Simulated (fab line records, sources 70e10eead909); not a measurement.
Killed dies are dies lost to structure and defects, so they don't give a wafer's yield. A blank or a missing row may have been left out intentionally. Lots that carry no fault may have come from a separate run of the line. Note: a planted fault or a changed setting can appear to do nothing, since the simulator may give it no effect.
Chamber matching    flow nand-harc    rie-si-02 running NHARC_P_GATE_ETCH_32: 4 sister chambers
The step etches the open film in HBr/Cl2, target depth 150 nm, time 100.1 s. 8 wafers are shown with their chamber, then 7 later ones without.

## EACH WAFER AND ITS CHAMBER
wafer   chamber  oes-product-au (a.u.)  throttle-valve-pct (%)
L285.6  1        1.001                  26.397
L290.4  0        1.000                  26.414
L290.5  3        1.005                  26.420
L288.1  2        0.993                  26.412
L288.3  0        0.998                  26.418
L288.5  3        1.002                  26.407
L291.3  1        1.009                  26.406
L291.4  2        0.989                  26.424

## WAFERS WITHOUT THEIR CHAMBER
wafer   oes-product-au (a.u.)  throttle-valve-pct (%)
L291.6  1.000                  26.419
L295.1  0.991                  26.408
L295.3  0.994                  26.393
L295.4  0.999                  26.406
L297.1  1.015                  26.413
L297.2  1.012                  26.399
L297.5  0.992                  26.406

## CHAMBER TAKEN BY EACH
wafer   from the rows above                in truth
L291.6  can't be placed: 0 or 3            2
L295.1  can't be placed: 2 or 0            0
L295.3  can't be placed: 1 or 0 or 2 or 3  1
L295.4  can't be placed: 0 or 3 or 1 or 2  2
L297.1  can't be placed: 1 or 3 or 0       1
L297.2  can't be placed: 1 or 3            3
L297.5  can't be placed: 2 or 0 or 3       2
Placed correctly: 0 of 7. Can't be placed from these rows: 7 (the true chamber is among the candidates in 6). Number placed wrongly: 0.
How it was worked out, from the rows above alone: a wafer's distance from a chamber is the root of the sum, over the readings, of the square of ((its reading less the chamber's mean) divided by the reading's scatter). If the next closest chamber is less than 2 further off than the closest, the wafer can't be placed; otherwise it belongs to the closest. A chamber's mean is the mean of its shown wafers. The scatter: the root of (the sum of the squares of (reading less its chamber's mean) over the shown wafers, divided by (wafers less chambers)).
